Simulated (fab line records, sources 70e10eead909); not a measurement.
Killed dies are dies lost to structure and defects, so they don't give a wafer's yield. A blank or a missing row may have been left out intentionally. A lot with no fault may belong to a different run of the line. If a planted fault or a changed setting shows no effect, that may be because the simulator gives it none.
The tool behind it: which one?	flow nand harc	Sampling: 13 lots, 39 wafers, 5 of 1302 route steps

== WHAT THE GAUGES READ, wafer by wafer ==
NHARC_THIN_TSV_CD_MEAS_12: the cd target is 1000 nm. Usual: 1000.3 nm for cd nm, sd 1.6.
lot	measured	on	cd nm (nm)	flag
L699	day 24 07:35	cd sem-01	1000.2 1001.8 1001.5	
L701	day 24 23:19	cd sem-02	1002.0 1001.5 1002.7	
L702	day 25 14:04	cd sem-03	1001.1 1001.8 1001.5	
L704	day 26 22:23	cd sem-02	1000.9 1000.3 1000.5	
L705	day 27 04:07	cd sem-02	1000.8 1001.6 998.7	
L706	day 27 03:00	cd sem-01	1000.3 998.3 998.5	
L707	day 27 23:30	cd sem-01	999.8 1000.4 999.7	
L708	day 28 04:14	cd sem-03	1000.5 1001.3 1000.8	
L709	day 28 12:05	cd sem-03	996.7 998.8 997.5	
L710	day 28 15:20	cd sem-02	1000.4 1001.9 997.5	
L711	day 29 05:20	cd sem-01	998.5 999.7 1000.0	
L712	day 29 16:36	cd sem-01	998.2 997.4 997.9	
L719	day 32 19:09	cd sem-01	1001.3 1000.6 1000.5	

NHARC_THIN_TSV_CD_MEAS_33: the cd target is 5000 nm. Usual: 4999.9 nm for cd nm, sd 1.9.
lot	measured	on	cd nm (nm)	flag
L699	day 24 14:18	cd sem-03	4999.7 5000.3 5003.7	
L701	day 25 05:09	cd sem-01	5000.4 4999.7 5001.5	
L702	day 25 19:58	cd sem-03	5000.0 4999.3 4999.8	
L704	day 27 04:40	cd sem-01	4996.8 5000.5 4999.2	
L705	day 27 10:04	cd sem-03	5000.2 5001.4 4999.6	
L706	day 27 09:08	cd sem-02	5000.5 5001.0 5000.2	
L707	day 28 05:17	cd sem-03	5000.4 4994.7 5000.2	
L708	day 28 10:01	cd sem-03	5000.2 4999.6 4999.9	
L709	day 28 17:53	cd sem-01	5004.1 4999.1 5002.0	
L710	day 28 21:17	cd sem-03	4999.0 4999.0 4998.9	
L711	day 29 11:22	cd sem-01	5006.1 5001.0 5003.2	
L712	day 29 22:38	cd sem-03	5000.5 5001.6 4999.7	
L719	day 33 01:04	cd sem-01	5004.3 5005.1 5003.0	

NHARC_END_SORT_01. Usual: defect limited yield 91 % (standard deviation 3.1); killed at array 57 (standard deviation 20); killed at other 1.0 (standard deviation 1.5); killed at periphery 3.5 (standard deviation 2.5); killed dies 62 (standard deviation 21); killed open 3.5 (standard deviation 1.9); killed short 2.4 (standard deviation 1.6).
lot	measured	on	defect limited yield (%)	killed at array	killed at other	killed at periphery	killed dies	killed open	killed short	flag
L701	day 25 14:14	prober-02	88 88 88	73 78 74	2 0 1	7 5 3	82 83 78	4 2 3	2 2 4	
L702	day 26 06:40	prober-01	92 92 95	53 49 33	0 0 0	3 2 2	56 51 35	2 6 1	3 0 1	
L705	day 27 18:12	prober-02	93 92 92	47 48 53	1 1 0	1 4 3	49 53 56	4 6 8	3 6 3	
L706	day 27 21:34	prober-01	89 87 88	73 87 72	0 0 5	3 2 2	76 89 79	4 2 5	1 4 0	
L707	day 28 14:28	prober-02	87 86 88	82 92 75	3 5 6	4 0 3	89 97 84	2 1 1	4 3 1	
L708	day 28 19:05	prober-01	94 92 93	39 52 45	2 0 1	3 2 4	44 54 50	4 3 6	2 1 3	
L709	day 29 08:53	prober-02	89 90 90	62 62 70	0 0 0	12 3 1	74 65 71	3 3 1	7 2 3	
L710	day 29 08:01	prober-01	97 97 97	19 19 14	2 0 1	2 4 3	23 23 18	4 5 4	4 4 1	
L712	day 30 10:13	prober-02	79 79 78	139 139 148	1 1 0	2 4 1	142 144 149	3 5 7	1 3 0	OFF

== TOOL THAT RAN EACH LOT (tool first, then ch and the chambers of the sampled wafers, then the start) ==
lot	NHARC_A_BONDPAD_ETCH_12	NHARC_THIN_TSV_STRIP_62
L699	rie diel-07 ch 0,1,2, day 23 17:26	plasma asher-02 ch 0,1, day 24 10:59
L701	rie diel-06 ch 0,2, day 24 08:40	plasma asher-02 ch 1, day 25 01:56
L702	rie diel-06 ch 0,1,3, day 24 18:50	plasma asher-02 ch 0,1, day 25 16:43
L704	rie diel-07 ch 0,1,2, day 26 04:10	plasma asher-02 ch 0,1, day 27 01:18
L705	rie diel-06 ch 2,3, day 26 12:00	plasma asher-01 ch 0,1, day 27 06:45
L706	rie diel-06 ch 0,1,2, day 26 12:32	plasma asher-02 ch 0,1, day 27 05:49
L707	rie diel-08 ch 1,3, day 27 08:22	plasma asher-01 ch 0,1, day 28 02:06
L708	rie diel-06 ch 0,1,3, day 27 13:40	plasma asher-02 ch 0,1, day 28 06:50
L709	rie diel-06 ch 0,2, day 27 17:12	plasma asher-02 ch 0,1, day 28 14:43
L710	rie diel-06 ch 2,3, day 27 22:29	plasma asher-02 ch 0,1, day 28 17:56
L711	rie diel-08 ch 0,1,2, day 28 14:44	plasma asher-01 ch 0,1, day 29 08:07
L712	rie diel-06 ch 0,1, day 29 01:45	plasma asher-01 ch 0,1, day 29 19:22
L719	rie diel-08 ch 1,3, day 32 04:28	plasma asher-02 ch 0,1, day 32 21:46
- NHARC_A_BONDPAD_ETCH_12: etches the open film in CHF3/O2, target depth 220 nm, time 110 s.
- NHARC_THIN_TSV_STRIP_62: strips in N2/H2, time 20 s.

== WHAT THE TOOLS THEMSELVES READ (means of the sampled wafers that have a number; where no wafer has one, the mark that the record gives instead) ==
NHARC_A_BONDPAD_ETCH_12. Usual: drypump motor current A 5.6 A, standard deviation 0.45; oes product au 0.946 a.u., standard deviation 0.023; rf vpp V 370.0 V, standard deviation 1.5; showerhead plenum p Torr 2.37 Torr, standard deviation 0.062; throttle valve pct 20.572 %, standard deviation 0.0096.
lot	tool	drypump motor current A (A)	oes product au (a.u.)	rf vpp V (V)	showerhead plenum p Torr (Torr)	throttle valve pct (%)	flag
L699	rie diel-07	5.4	0.930	371.6	2.44	20.569	
L701	rie diel-06	5.9	0.977	370.9	2.39	20.563	
L702	rie diel-06	5.4	0.933	369.8	2.38	20.569	
L704	rie diel-07	5.4	0.931	371.4	2.43	20.575	
L705	rie diel-06	5.3	0.992	369.1	2.34	20.584	
L706	rie diel-06	5.7	0.971	368.8	2.37	20.566	
L707	rie diel-08	5.7	0.923	370.0	2.38	20.578	
L708	rie diel-06	5.4	0.926	370.0	2.38	20.588	
L709	rie diel-06	5.9	0.929	370.2	2.36	20.567	
L710	rie diel-06	5.3	0.944	369.6	2.34	20.574	
L711	rie diel-08	6.0	0.930	370.0	2.40	20.572	
L712	rie diel-06	5.7	0.961	370.7	2.41	20.571	
L719	rie diel-08	5.5	0.926	370.0	2.32	20.576	

NHARC_THIN_TSV_STRIP_62. Usual: drypump motor current A 5.74 A, standard deviation 0.29; heater power w 334 W, standard deviation 31.
lot	tool	drypump motor current A (A)	heater power w (W)	flag
L699	plasma asher-02	5.71	329	
L701	plasma asher-02	5.75	320	
L702	plasma asher-02	5.74	329	
L704	plasma asher-02	5.70	312	
L705	plasma asher-01	5.74	364	
L706	plasma asher-02	5.72	309	
L707	plasma asher-01	5.99	346	
L708	plasma asher-02	5.72	307	
L709	plasma asher-02	5.63	324	
L710	plasma asher-02	5.71	310	
L711	plasma asher-01	6.00	348	
L712	plasma asher-01	6.00	356	
L719	plasma asher-02	5.71	310	

== THE ANSWER, worked out from the rows above alone ==
Rule: a lot counts as off when the mean over its wafers that have a number is more than 3 standard deviations away from the usual mean. A lot without any number at a reading at which 4 lots or more have one is off too. The other lots that the step has rows for count as sound. Order of review: gauges by route order, followed by the tools' own readings, for which a lot's mean as printed above is used. The first step at which some lot is off is used, and at that step the reading that is off furthest; a lot without a number counts as furthest.
Off, at NHARC_END_SORT_01 on killed at array: L712. Neither off nor sound, because the step has no rows for them: L699, L704, L711, L719.
A tool fits if, at a process step before that reading, it ran every lot that is off, and no sound lot after the first of them. The gauges at NHARC_END_SORT_01 are tried like those tools. Can't be told from this: 3 tools fit, rie diel-06 at NHARC_A_BONDPAD_ETCH_12, plasma asher-01 at NHARC_THIN_TSV_STRIP_62, prober-02 at NHARC_END_SORT_01.

== WHAT THE SIMULATOR PUT IN ==
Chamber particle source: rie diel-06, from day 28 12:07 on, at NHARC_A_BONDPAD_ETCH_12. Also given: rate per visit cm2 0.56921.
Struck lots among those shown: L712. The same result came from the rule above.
